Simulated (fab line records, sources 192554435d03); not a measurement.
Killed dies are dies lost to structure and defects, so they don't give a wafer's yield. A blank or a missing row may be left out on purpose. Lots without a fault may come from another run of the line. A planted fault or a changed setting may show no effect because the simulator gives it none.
fab line records | flow n5_finfet
record lots=7 wafers=39
route steps=1938 shown BEOL_M4@1070 BEOL_M9@1440 BEOL_M11@1575 BEOL_M13@1694 TV_OPEN@1890
start_h: hours from the record's first day to the start of the lot's first wafer shown | wait_h: hours since the lot's step before | " the same as in the row above | L1.1+2: a row that stands for several wafers | - no value, or no start given | * or withheld: withheld | < > ~ a bound
route shown NAME@n: a module of which the file shows steps, and the number in the route of the first | usual: mean/standard deviation of fault-free wafers | same: alike in all rows | chamber/n: place in a boat | sites: the reading at each site | _std_site: their standard deviation | _edge_site: outer sites' mean less inner sites' | radius_mm: how far each site lies from the wafer's centre | mask NAME#n: copy n | behind: the tool/chamber that last shaped the wafer | hold: why the lot was held/for how many hours/how that ended | device: the transistor (n, p or np) that didn't switch | end of line: the same wafers' tests at the end of the route | a step without rows: its recipe alone | killed: dies lost to structure and defects at the first sort, not the wafer's yield | map: a wafer's dies, x killed, . not, _ none there
set.NAME: the setting as run; set.NAME@STEP: as run at that earlier step | model.NAME: the simulator's own value behind a step, which no gauge read
lots whose settings were changed on purpose; a table a step, a row a wafer
## steps
# step N5_BEOL_M4_TRENCH_ETCH_37
# recipe chemistry=C4F6/O2 target_depth_a=555.55 target=SiOC time_s=29.2 ion_energy_ev=250 pressure_mtorr=30 source_w=355 bias_w=185 Ar_flow_sccm=300 C4F6_flow_sccm=10 O2_flow_sccm=10
# columns lot.wafer tool chamber start_h wait_h set.target_depth_a model.BEOL_M4.feature_depth_nm model.etch.depth_nm model.TiN_of_BEOL_M4_HM_DEP_02.thk_nm
L074.1 rie_diel-03 0 - - 309.9 30.8 30.75 19.4
L074.2 " 1 " " 555.55 53.4 53.32 18
L074.3 " 2 " " 309.9 30.8 30.9 19.4
L074.4 " 0 " " 555.55 55 54.99 18.2
L074.5 " 2 " " 555.55 55.4 55.5 18
L074.6 " 1 " " 309.9 29.8 29.73 19.2
L082.1 rie_diel-04 3 - - 756.5 76.8 76.87 16.6
L082.2 " 1 " " 756.5 76 76.08 16.4
L082.3 " 0 " " 756.5 75.6 75.57 16.8
L082.4 " 2 " " 555.55 55.2 55.26 17.4
L082.5 " 1 " " 555.55 56.4 56.31 17.6
L082.6 " 0 " " 555.55 55.8 55.78 17.6
L084.1 rie_diel-03 2 - - 555.55 54.8 54.83 18
L084.2 " 0 " " 555.55 54.2 54.12 18
L084.3 " 3 " " 233.4 23.2 23.24 19.6
L084.4 " 3 " " 233.4 23.2 23.24 19.4
L084.5 " 2 " " 555.55 54.8 54.8 18
L084.6 " 0 " " 233.4 23 23.02 19.6
L092.1 rie_diel-03 1 - - 555.55 56 56 17.4
L092.2 " 2 " " 555.55 54.8 54.84 17.4
L092.3 " 3 " " 310.1 31 30.98 18.8
L092.4 " 0 " " 310.1 30.4 30.45 18.8
L092.5 " 0 " " 555.55 54.4 54.49 17.6
L092.6 " 3 " " 310.1 30.8 30.89 18.4
L093.1 rie_diel-03 1 - - 555.55 54.8 54.78 17.6
L093.2 " 0 " " 555.55 54 54.05 17.8
L093.3 " 3 " " 555.55 55 54.99 17.8
L093.4 " 1 " " 555.55 55 54.94 17.8
L093.5 " 0 " " 555.55 54.2 54.11 17.8
L093.6 " 3 " " 555.55 54.4 54.47 17.6
L095.1 rie_diel-03 2 - - 358.2 34.8 34.82 18.8
L095.2 " 1 " " 555.55 55.2 55.1 18.2
L095.3 " 0 " " 358.2 35 35.09 19
L095.4 " 3 " " 555.55 55.4 55.44 18
L095.5 " 3 " " 358.2 36 35.92 18.8
L095.6 " 0 " " 555.55 54.2 54.22 18.2
L097.2 rie_diel-03 1 - - 555.55 54.8 54.88 17.4
L097.3 " 0 " " 555.55 54.4 54.32 17.8
L097.4 " 3 " " 555.55 55.2 55.3 17.4
# step N5_BEOL_M4_ETCH_41
# recipe chemistry=CH3F/O2 target=SiCN target_depth_a=299 taper_deg=2 time_s=52.5 ion_energy_ev=120 mask_material=TiN pressure_mtorr=30 source_w=395 bias_w=75 Ar_flow_sccm=150 CH3F_flow_sccm=30 O2_flow_sccm=20
# step N5_BEOL_M4_STRIP_97
# recipe chemistry=N2/H2 time_s=10 power_w=450 temp_c=40 pressure_mtorr=20 rf_frequency_hz=6e+07 bias_power_w=7 n2_flow_sccm=200 h2_flow_sccm=200
# step N5_BEOL_M4_OCD_MEAS_38
# usual trench_depth_nm=55.4/0.85
# columns lot.wafer tool chamber start_h wait_h set.target_depth_a@BEOL_M4_TRENCH_ETCH_37 trench_depth_nm
L074.1 ocd-02 - 164.22 - 309.9 30.8
L074.2 " - " " 555.55 -
L074.3 " - " " 309.9 30.8
L074.4 " - " " 555.55 -
L074.5 " - " " 555.55 55.1
L074.6 " - " " 309.9 -
L082.1 ocd-01 - 207.91 - 756.5 76.7
L082.2 " - " " 756.5 75.9
L082.3 " - " " 756.5 76.1
L082.4 " - " " 555.55 55.8
L082.5 " - " " 555.55 56.0
L082.6 " - " " 555.55 56.0
L084.1 ocd-02 - 214.77 - 555.55 55.2
L084.2 " - " " 555.55 54.0
L084.3 " - " " 233.4 22.9
L084.4 " - " " 233.4 24.2
L084.5 " - " " 555.55 54.8
L084.6 " - " " 233.4 22.6
L092.1 ocd-01 - 258.02 - 555.55 56.2
L092.2 " - " " 555.55 54.6
L092.3 " - " " 310.1 30.7
L092.4 " - " " 310.1 31.0
L092.5 " - " " 555.55 54.8
L092.6 " - " " 310.1 30.8
L093.1 ocd-01 - 279.58 - 555.55 54.7
L093.2 " - " " 555.55 53.8
L093.3 " - " " 555.55 55.2
L093.4 " - " " 555.55 55.4
L093.5 " - " " 555.55 54.3
L093.6 " - " " 555.55 53.6
L095.1 ocd-01 - 299.24 - 358.2 34.3
L095.2 " - " " 555.55 55.6
L095.3 " - " " 358.2 35.8
L095.4 " - " " 555.55 55.3
L095.5 " - " " 358.2 36.1
L095.6 " - " " 555.55 54.2
L097.2 ocd-02 - 301.98 - 555.55 55.1
L097.3 " - " " 555.55 54.3
L097.4 " - " " 555.55 55.3
# step N5_BEOL_M4_HM_STRIP_39
# recipe chemistry=peroxide_tin_strip material=TiN target_depth_a=250 temp_c=50 time_s=158
# step N5_BEOL_M4_SRD_40
# recipe time_s=30 temp_c=23 rinse_liquid=diw dry=ipa_marangoni
# step N5_BEOL_M4_ECD_50
# recipe material=Cu target_thk_a=3000
# step N5_BEOL_M4_ANNEAL_51
# recipe temp_c=225 time_s=90 ambient=N2
# step N5_BEOL_M4_CMP_52
# recipe stop_on=SiOC t_overpolish_s=6.8 down_force_psi=1 platen_rpm=50 clearing_platen_down_force_psi=1.5 clearing_platen_rpm=50 post_cmp_clean=cu_alkaline target_thk_nm=40 clearing_platen_pad_velocity_m_s=0.99484 pad_velocity_m_s=0.99484
# columns lot.wafer tool chamber start_h wait_h set.target_depth_a@BEOL_M4_TRENCH_ETCH_37 model.Cu_of_BEOL_M4_ECD_50.thk_nm
L074.2+4 cmp-02 3,2 167.29 0.2 555.55 38.2
L074.1 " 0 " " 309.9 14.4
L074.3 " 1 " " 309.9 16
L074.5 " 3 " " 555.55 39.8
L074.6 " 0 " " 309.9 14
L082.4+5 cmp-03 2 211.68 0.2 555.55 40.2
L082.2 " 3 " " 756.5 61.2
L082.1 " 0 " " 756.5 62.8
L082.3 " 1 " " 756.5 59.8
L082.6 " 3 " " 555.55 42.2
L084.1 cmp-03 0 217.99 0.3 555.55 38.8
L084.3 " 1 " " 233.4 7.8
L084.4 " 2 " " 233.4 8
L084.2 " 3 " " 555.55 39.4
L084.6 " 0 " " 233.4 7.4
L084.5 " 1 " " 555.55 39.2
L092.3 cmp-02 3 261.64 0.2 310.1 14.4
L092.2 " 0 " " 555.55 38.4
L092.4 " 1 " " 310.1 15.4
L092.1 " 2 " " 555.55 40.2
L092.5 " 3 " " 555.55 37.8
L092.6 " 0 " " 310.1 15
L093.3 cmp-02 1 282.58 0.2 555.55 40.4
L093.4 " 2 " " 555.55 39.6
L093.2 " 3 " " 555.55 37.4
L093.1 " 0 " " 555.55 40.2
L093.5+6 " 1,2 " " 555.55 38.4
L095.3 cmp-04 0 302.47 0.2 358.2 18.4
L095.1 " 1 " " 358.2 18.2
L095.4 " 2 " " 555.55 38.6
L095.2 " 3 " " 555.55 38.2
L095.5 " 0 " " 358.2 19.2
L095.6 " 1 " " 555.55 37.8
L097.3+4 cmp-04 0,1 305.33 0.2 555.55 39.6
L097.2 " 2 " " 555.55 39.4
# step N5_BEOL_M4_THK_MEAS_53
# recipe thk_meas_gauge=xrf reads=Cu_of_BEOL_M4_ECD_50
# usual M4_THK=39.3/1.3
# columns lot.wafer tool chamber start_h wait_h set.target_depth_a@BEOL_M4_TRENCH_ETCH_37 M4_THK[nm]
L074.1 film_metro-01 - 167.58 - 309.9 14.2
L074.2 " - " " 555.55 -
L074.3 " - " " 309.9 15.7
L074.4 " - " " 555.55 -
L074.5 " - " " 555.55 39.0
L074.6 " - " " 309.9 -
L082.1 film_metro-02 - 211.97 - 756.5 63.0
L082.2 " - " " 756.5 61.1
L082.3 " - " " 756.5 59.9
L082.4 " - " " 555.55 40.1
L082.5 " - " " 555.55 40.0
L082.6 " - " " 555.55 41.7
L084.1 film_metro-01 - 218.28 - 555.55 38.0
L084.2 " - " " 555.55 38.7
L084.3 " - " " 233.4 7.7
L084.4 " - " " 233.4 7.8
L084.5 " - " " 555.55 38.4
L084.6 " - " " 233.4 7.3
L092.1 film_metro-01 - 261.93 - 555.55 39.2
L092.2 " - " " 555.55 37.4
L092.3 " - " " 310.1 13.9
L092.4 " - " " 310.1 14.9
L092.5 " - " " 555.55 36.8
L092.6 " - " " 310.1 14.6
L093.1 film_metro-01 - 282.88 - 555.55 39.5
L093.2 " - " " 555.55 37.0
L093.3 " - " " 555.55 39.8
L093.4 " - " " 555.55 39.0
L093.5 " - " " 555.55 37.8
L093.6 " - " " 555.55 38.0
L095.1 film_metro-01 - 302.77 - 358.2 18.0
L095.2 " - " " 555.55 37.9
L095.3 " - " " 358.2 18.3
L095.4 " - " " 555.55 38.4
L095.5 " - " " 358.2 19.1
L095.6 " - " " 555.55 37.8
L097.2 film_metro-01 - 305.63 - 555.55 39.1
L097.3 " - " " 555.55 39.3
L097.4 " - " " 555.55 39.4
# step N5_BEOL_M4_PRE_CLEAN_60
# recipe gas=NH3/H2 time_s=15 temp_c=* rf_power_w=300
# step N5_BEOL_M4_CO_CAP_55
# recipe material=Co target_thk_a=20 temp_c=200 precursor=CCTBA/H2 pressure_torr=30 time_s=102.1
# step N5_BEOL_M4_PRE_CLEAN_56
# recipe gas=NH3 time_s=15 temp_c=withheld rf_power_w=300
# step N5_BEOL_M4_DEP_57
# recipe material=SiCN target_thk_a=80 temp_c=withheld precursor=3MS/NH3 pressure_torr=3 rf_w=202 time_s=14
# step N5_BEOL_M4_RS_MEAS_58
# recipe thk_meas_gauge=four-point-probe reads=Co_of_BEOL_M4_CO_CAP_55+Cu_of_BEOL_M4_ECD_50+Co_of_BEOL_M4_CVD_47+TaN_of_BEOL_M4_ALD_84
# usual M4_RS=0.675/0.028
# columns lot.wafer tool chamber start_h wait_h set.target_depth_a@BEOL_M4_TRENCH_ETCH_37 M4_RS[ohm/sq]
L074.1 film_metro-01 - 167.92 0.0 309.9 2.680
L074.2 " - " " 555.55 -
L074.3 " - " " 309.9 2.325
L074.4 " - " " 555.55 -
L074.5 " - " " 555.55 0.673
L074.6 " - " " 309.9 -
L082.1 film_metro-01 - 212.23 0.0 756.5 0.381
L082.2 " - " " 756.5 0.392
L082.3 " - " " 756.5 0.403
L082.4 " - " " 555.55 0.666
L082.5 " - " " 555.55 0.665
L082.6 " - " " 555.55 0.625
L084.1 film_metro-01 - 218.54 0.0 555.55 0.694
L084.2 " - " " 555.55 0.680
L084.3 " - " " 233.4 6.523
L084.4 " - " " 233.4 6.308
L084.5 " - " " 555.55 0.685
L084.6 " - " " 233.4 6.913
L092.1 film_metro-01 - 262.19 0.0 555.55 0.663
L092.2 " - " " 555.55 0.704
L092.3 " - " " 310.1 2.723
L092.4 " - " " 310.1 2.452
L092.5 " - " " 555.55 0.718
L092.6 " - " " 310.1 2.550
L093.1 film_metro-02 - 283.14 0.0 555.55 0.661
L093.2 " - " " 555.55 0.727
L093.3 " - " " 555.55 0.659
L093.4 " - " " 555.55 0.677
L093.5 " - " " 555.55 0.702
L093.6 " - " " 555.55 0.704
L095.1 film_metro-01 - 303.03 0.0 358.2 1.952
L095.2 " - " " 555.55 0.711
L095.3 " - " " 358.2 1.905
L095.4 " - " " 555.55 0.699
L095.5 " - " " 358.2 1.798
L095.6 " - " " 555.55 0.718
L097.2 film_metro-01 - 305.89 0.1 555.55 0.683
L097.3 " - " " 555.55 0.678
L097.4 " - " " 555.55 0.679
# step N5_BEOL_M9_ETCH_66
# recipe chemistry=N2/H2 target=SOC target_depth_a=800 overetch_a=160 mask_material=SiARC temp_c=40 time_s=120 ion_energy_ev=200 pressure_mtorr=30 source_w=840 bias_w=150 n2_flow_sccm=200 h2_flow_sccm=200
# columns lot.wafer tool chamber start_h wait_h set.time_s model.SiARC_of_BEOL_M9_COAT_64.thk_nm
L074.1+2+3+4+5 rie_diel-05 2,1,0,3,0 207.52 0.0 120 6.4
L074.6 " 3 " " 120 6.6
L082.1+2+3+4+5+6 rie_diel-01 2,1,0,3,2,1 256.49 0.0 120 6.4
L084.1 rie_diel-02 2 263.76 0.0 78.05 8.2
L084.2+3+4 " 3,1,0 " " 120 6.4
L084.5+6 " 3,0 " " 78.05 8.4
L092.1+4+5 rie_diel-01 0,3,1 309.97 0.0 147.6 5.2
L092.2+3+6 " 3,1,0 " " 120 6.4
L093.1+3+4+5+6 rie_diel-01 1,0,3,1,0 333.15 0.0 120 6.4
L093.2 " 2 " " 120 6.2
L095.1+6 rie_diel-01 2 356.02 0.0 120 6.2
L095.2+3 " 0,1 " " 178.3 3.6
L095.4 " 3 " " 178.3 3.8
L095.5 " 1 " " 120 6.4
L097.2 rie_diel-02 1 363.08 0.0 120 6.2
L097.3+4 " 3,0 " " 120 6.4
# step N5_BEOL_M11_VIA_ETCH_34
# recipe chemistry=C4F6/O2 target=SiCOH_lowk target_depth_a=1845 mask_material=SOC taper_deg=4 time_s=69.2 ion_energy_ev=250 pressure_mtorr=30 source_w=345 bias_w=185 Ar_flow_sccm=300 C4F6_flow_sccm=10 O2_flow_sccm=10
# columns lot.wafer tool chamber start_h wait_h set.time_s model.etch.depth_nm model.SOC_of_BEOL_M11_COAT_63.thk_nm
L074.1 rie_diel-05 1 223.92 0.0 43.1 114.5 95
L074.2 " 3 " " 69.2 182.4 92
L074.3 " 2 " " 43.1 114.8 95
L074.4 " 0 " " 69.2 188 91.8
L074.5 " 0 " " 43.1 116.1 95.2
L074.6 " 3 " " 69.2 182.9 92.2
L082.1 rie_diel-02 0 271.86 0.0 85.46 230 90.2
L082.2 " 2 " " 85.46 237.1 89.8
L082.3 " 3 " " 69.2 185 92.2
L082.4 " 1 " " 69.2 188.4 92
L082.5 " 2 " " 85.46 236.4 89.8
L082.6 " 1 " " 69.2 187 92
L084.1 rie_diel-05 2 279.34 0.0 69.2 184.2 92.2
L084.2 " 3 " " 89.03 235.3 90.2
L084.3 " 0 " " 69.2 188.7 91.8
L084.4 " 1 " " 89.03 237.9 89.8
L084.5 " 1 " " 69.2 185.1 92
L084.6 " 2 " " 89.03 239.3 89.8
L092.1 rie_diel-05 0 333.42 0.0 49.2 132.2 94.6
L092.2 " 2 " " 69.2 183 92.2
L092.3 " 1 " " 49.2 129.2 94.6
L092.4 " 3 " " 69.2 183.2 92
L092.5 " 2 " " 49.2 131 94.4
L092.6 " 3 " " 69.2 183.8 92.2
L093.1 rie_diel-01 3 352.28 0.0 69.2 183.8 92.2
L093.2 " 2 " " 69.2 185.9 92
L093.3 " 1 " " 88.07 234.4 90
L093.4 " 0 " " 88.07 232.8 90
L093.5 " 0 " " 69.2 182.5 92
L093.6 " 3 " " 88.07 233 90.2
L095.1 rie_diel-02 3 373.40 0.0 97.02 255 89
L095.2 " 1 " " 97.02 260.3 88.4
L095.3 " 2 " " 69.2 188.9 91.4
L095.4 " 0 " " 97.02 256.2 88.6
L095.5 " 0 " " 69.2 182 91.8
L095.6 " 1 " " 69.2 185.2 91.8
L097.2 rie_diel-05 3 379.70 0.0 69.2 186.9 91.8
L097.3 " 2 " " 69.2 184.6 91.8
L097.4 " 1 " " 69.2 182.8 92
# step N5_BEOL_M13_ETCH_68
# recipe chemistry=N2/H2 target=SOC mask_material=SiARC source_w=3000 bias_w=350 temp_c=40 time_s=355 ion_energy_ev=200 pressure_mtorr=30 n2_flow_sccm=200 h2_flow_sccm=200
# columns lot.wafer tool chamber start_h wait_h set.time_s model.SiARC_of_BEOL_M13_COAT_66.thk_nm
L074.1+3 rie_diel-05 2,3 233.58 0.1 280.6 83.6
L074.2 " 1 " " 280.6 83.4
L074.4 " 0 " " 355 76
L074.5 " 3 " " 355 77.2
L074.6 " 0 " " 355 75.8
L082.1 rie_diel-02 1 282.86 0.1 355 76.6
L082.2+4 " 0,3 " " 144.1 96.6
L082.3 " 2 " " 355 75.8
L082.5 " 3 " " 144.1 97
L082.6 " 2 " " 355 76.2
L084.1 rie_diel-05 1 289.18 0.1 355 77.6
L084.2 " 0 " " 355 77.2
L084.3 " 2 " " 355 78.2
L084.4 " 0 " " 355 78
L084.5 " 1 " " 355 78.4
L084.6 " 2 " " 355 77.8
L092.1 rie_diel-01 0 346.85 0.1 189.6 92.2
L092.2 " 3 " " 189.6 92.6
L092.3+5 " 2,3 " " 355 76.8
L092.4 " 1 " " 355 76.2
L092.6 " 2 " " 189.6 91.8
L093.1 rie_diel-05 3 365.22 0.1 283.2 83.8
L093.2 " 1 " " 355 77.2
L093.3+6 " 2,0 " " 283.2 83.4
L093.4 " 0 " " 355 76.8
L093.5 " 1 " " 355 77
L095.1 rie_diel-01 1 387.46 0.1 453 67.2
L095.2 " 0 " " 453 67.8
L095.3 " 2 " " 355 76.4
L095.4 " 2 " " 355 76.8
L095.5 " 0 " " 355 77.2
L095.6 " 1 " " 453 67
L097.2 rie_diel-02 0 394.21 0.1 355 77.2
L097.3 " 2 " " 355 76.6
L097.4 " 1 " " 355 76.2
# step N5_PASSIVATION_ETCH_15
# recipe chemistry=CF4/N2 target=SiCN target_depth_a=750 taper_deg=2 time_s=81.2 ion_energy_ev=150 mask_material=SiNx pressure_mtorr=40 source_w=430 bias_w=70 Ar_flow_sccm=100 cf4_flow_sccm=60 n2_flow_sccm=60
# columns lot.wafer tool chamber start_h wait_h set.target_depth_a model.etch.depth_nm
L074.1 rie_diel-01 3 - - 750 64.81
L074.2 " 1 " " 750 66.12
L074.3 " 0 " " 926.9 81.09
L074.4 " 2 " " 750 64.77
L074.5 " 1 " " 926.9 81.81
L074.6 " 2 " " 926.9 80.42
L082.1 rie_diel-02 2 - - 750 67.01
L082.2 " 1 " " 1143 100.4
L082.3 " 0 " " 750 65.02
L082.4 " 3 " " 1143 97.47
L082.5 " 0 " " 750 64.73
L082.6 " 3 " " 1143 97.62
L084.1 rie_diel-05 3 - - 607.8 52.99
L084.2 " 0 " " 750 66.73
L084.3 " 2 " " 607.8 52.75
L084.4 " 1 " " 750 65.22
L084.5 " 3 " " 750 65.57
L084.6 " 0 " " 607.8 53.83
L092.1 rie_diel-01 0 - - 1162 100.7
L092.2 " 2 " " 750 65.32
L092.3 " 1 " " 750 65.03
L092.4 " 3 " " 1162 99.76
L092.5 " 2 " " 750 65.39
L092.6 " 1 " " 1162 101.4
L093.1 rie_diel-01 0 - - 750 65.56
L093.2 " 1 " " 933.8 82.64
L093.3 " 3 " " 750 65.14
L093.4 " 2 " " 750 66.14
L093.5 " 0 " " 933.8 81.21
L093.6 " 3 " " 933.8 81.07
L095.1 rie_diel-05 0 - - 455 40.33
L095.2 " 2 " " 455 39.06
L095.3 " 3 " " 455 39.69
L095.4 " 1 " " 750 64.42
L095.5 " 2 " " 750 64.6
L095.6 " 1 " " 750 64.85
L097.2 rie_diel-05 3 - - 750 65.08
L097.3 " 1 " " 750 64.3
L097.4 " 2 " " 750 63.97
## key
split step=N5_BEOL_M4_TRENCH_ETCH_37 setting=target_depth_a stated=555.55 by=wafer
response step=N5_BEOL_M4_TRENCH_ETCH_37 reading=model.BEOL_M4.feature_depth_nm change=+0.549 per=1% r=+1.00
response step=N5_BEOL_M4_TRENCH_ETCH_37 reading=model.etch.depth_nm change=+0.549 per=1% r=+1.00
response step=N5_BEOL_M4_TRENCH_ETCH_37 reading=model.TiN_of_BEOL_M4_HM_DEP_02.thk_nm change=-0.0262 per=1% r=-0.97
response step=N5_BEOL_M4_OCD_MEAS_38 reading=trench_depth_nm change=+0.549 per=1% r=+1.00
response step=N5_BEOL_M4_CMP_52 reading=model.Cu_of_BEOL_M4_ECD_50.thk_nm change=+0.545 per=1% r=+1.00
response step=N5_BEOL_M4_THK_MEAS_53 reading=M4_THK change=+0.541 per=1% r=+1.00
response step=N5_BEOL_M4_RS_MEAS_58 reading=M4_RS shape=bent at_lowest=6.581 at_stated=0.685 at_highest=0.392
split step=N5_BEOL_M9_ETCH_66 setting=time_s stated=120 by=wafer
response step=N5_BEOL_M9_ETCH_66 reading=model.SiARC_of_BEOL_M9_COAT_64.thk_nm change=-0.0539 per=1% r=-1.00
split step=N5_BEOL_M11_VIA_ETCH_34 setting=time_s stated=69.2 by=wafer
response step=N5_BEOL_M11_VIA_ETCH_34 reading=model.etch.depth_nm change=+1.83 per=1% r=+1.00
response step=N5_BEOL_M11_VIA_ETCH_34 reading=model.SOC_of_BEOL_M11_COAT_63.thk_nm change=-0.0784 per=1% r=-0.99
split step=N5_BEOL_M13_ETCH_68 setting=time_s stated=355 by=wafer
response step=N5_BEOL_M13_ETCH_68 reading=model.SiARC_of_BEOL_M13_COAT_66.thk_nm change=-0.341 per=1% r=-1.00
split step=N5_PASSIVATION_ETCH_15 setting=target_depth_a stated=750 by=wafer
response step=N5_PASSIVATION_ETCH_15 reading=model.etch.depth_nm change=+0.641 per=1% r=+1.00
